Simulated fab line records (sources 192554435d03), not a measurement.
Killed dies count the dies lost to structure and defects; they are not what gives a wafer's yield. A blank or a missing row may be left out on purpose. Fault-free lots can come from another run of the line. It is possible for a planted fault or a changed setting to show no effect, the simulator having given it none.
Chamber matching || flow n5 finfet || N5_FIN_SAQP_ETCH_34 on rie diel-01: 4 sister chambers
The step etches SiO2 in C4F6/O2, target depth 45 nm, time 15 s. 16 wafers are shown with their chamber, then 8 later ones without.

EACH WAFER AND ITS CHAMBER
{"wafer": "L074.1", "chamber": 3, "showerhead plenum p Torr (Torr)": 2.85, "rf vpp V (V)": 670, "etch rf on time s (s)": 14.42}
{"wafer": "L074.3", "chamber": 0, "showerhead plenum p Torr (Torr)": 2.91, "rf vpp V (V)": 671, "etch rf on time s (s)": 14.80}
{"wafer": "L074.5", "chamber": 1, "showerhead plenum p Torr (Torr)": 2.92, "rf vpp V (V)": 685, "etch rf on time s (s)": 15.04}
{"wafer": "L076.1", "chamber": 1, "showerhead plenum p Torr (Torr)": 2.92, "rf vpp V (V)": 685, "etch rf on time s (s)": 15.18}
{"wafer": "L076.4", "chamber": 2, "showerhead plenum p Torr (Torr)": 2.88, "rf vpp V (V)": 656, "etch rf on time s (s)": 15.12}
{"wafer": "L076.6", "chamber": 0, "showerhead plenum p Torr (Torr)": 2.91, "rf vpp V (V)": 674, "etch rf on time s (s)": 14.87}
{"wafer": "L084.2", "chamber": 3, "showerhead plenum p Torr (Torr)": 2.84, "rf vpp V (V)": 673, "etch rf on time s (s)": 14.48}
{"wafer": "L084.5", "chamber": 3, "showerhead plenum p Torr (Torr)": 2.84, "rf vpp V (V)": 671, "etch rf on time s (s)": 14.43}
{"wafer": "L084.6", "chamber": 0, "showerhead plenum p Torr (Torr)": 2.90, "rf vpp V (V)": 672, "etch rf on time s (s)": 14.99}
{"wafer": "L085.2", "chamber": 0, "showerhead plenum p Torr (Torr)": 2.90, "rf vpp V (V)": 671, "etch rf on time s (s)": 15.16}
{"wafer": "L085.5", "chamber": 2, "showerhead plenum p Torr (Torr)": 2.88, "rf vpp V (V)": 655, "etch rf on time s (s)": 15.11}
{"wafer": "L085.6", "chamber": 3, "showerhead plenum p Torr (Torr)": 2.84, "rf vpp V (V)": 673, "etch rf on time s (s)": 14.77}
{"wafer": "L086.1", "chamber": 2, "showerhead plenum p Torr (Torr)": 2.88, "rf vpp V (V)": 655, "etch rf on time s (s)": 15.16}
{"wafer": "L086.3", "chamber": 3, "showerhead plenum p Torr (Torr)": 2.84, "rf vpp V (V)": 673, "etch rf on time s (s)": 14.93}
{"wafer": "L086.5", "chamber": 3, "showerhead plenum p Torr (Torr)": 2.84, "rf vpp V (V)": 673, "etch rf on time s (s)": 14.91}
{"wafer": "L087.2", "chamber": 1, "showerhead plenum p Torr (Torr)": 2.91, "rf vpp V (V)": 680, "etch rf on time s (s)": 14.63}

SIGNATURES (means of the wafers above)
{"reading": "showerhead plenum p Torr", "chamber 0": 2.9050, "chamber 1": 2.9167, "chamber 2": 2.8800, "chamber 3": 2.8417, "scatter within a chamber": 0.00456}
{"reading": "rf vpp V", "chamber 0": 672.00, "chamber 1": 683.33, "chamber 2": 655.33, "chamber 3": 672.17, "scatter within a chamber": 1.64}
{"reading": "etch rf on time s", "chamber 0": 14.9550, "chamber 1": 14.9500, "chamber 2": 15.1300, "chamber 3": 14.6567, "scatter within a chamber": 0.21}
Rule: for a wafer and a chamber, the distance is found by dividing, reading by reading, the gap between the wafer's reading and the chamber's mean by the reading's scatter, squaring, summing and taking the root. The wafer belongs to the nearest chamber; if the next one is less than 2 further off, it can't be placed. The scatter: the root of (the sum of the squares of (reading less its chamber's mean) over the shown wafers, divided by (wafers less chambers)).

WAFERS WITHOUT THEIR CHAMBER
{"wafer": "L087.3", "showerhead plenum p Torr (Torr)": 2.84, "rf vpp V (V)": 673, "etch rf on time s (s)": 14.72}
{"wafer": "L087.6", "showerhead plenum p Torr (Torr)": 2.91, "rf vpp V (V)": 679, "etch rf on time s (s)": 14.67}
{"wafer": "L092.3", "showerhead plenum p Torr (Torr)": 2.87, "rf vpp V (V)": 654, "etch rf on time s (s)": 14.98}
{"wafer": "L092.5", "showerhead plenum p Torr (Torr)": 2.90, "rf vpp V (V)": 673, "etch rf on time s (s)": 15.02}
{"wafer": "L092.6", "showerhead plenum p Torr (Torr)": 2.84, "rf vpp V (V)": 672, "etch rf on time s (s)": 14.59}
{"wafer": "L097.3", "showerhead plenum p Torr (Torr)": 2.90, "rf vpp V (V)": 679, "etch rf on time s (s)": 14.82}
{"wafer": "L097.4", "showerhead plenum p Torr (Torr)": 2.83, "rf vpp V (V)": 672, "etch rf on time s (s)": 14.64}
{"wafer": "L097.5", "showerhead plenum p Torr (Torr)": 2.83, "rf vpp V (V)": 671, "etch rf on time s (s)": 14.71}

WHICH CHAMBER EACH WENT THROUGH
{"wafer": "L087.3", "from the rows above": 3, "in truth": 3}
{"wafer": "L087.6", "from the rows above": "can't be placed: 1 or 0", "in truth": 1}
{"wafer": "L092.3", "from the rows above": 2, "in truth": 2}
{"wafer": "L092.5", "from the rows above": 0, "in truth": 0}
{"wafer": "L092.6", "from the rows above": 3, "in truth": 3}
{"wafer": "L097.3", "from the rows above": "can't be placed: 0 or 1", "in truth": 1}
{"wafer": "L097.4", "from the rows above": 3, "in truth": 3}
{"wafer": "L097.5", "from the rows above": 3, "in truth": 3}
Correctly placed: 6 of 8. These rows do not allow placing 2 (true chamber among the candidates in 2). Wrongly placed: 0.
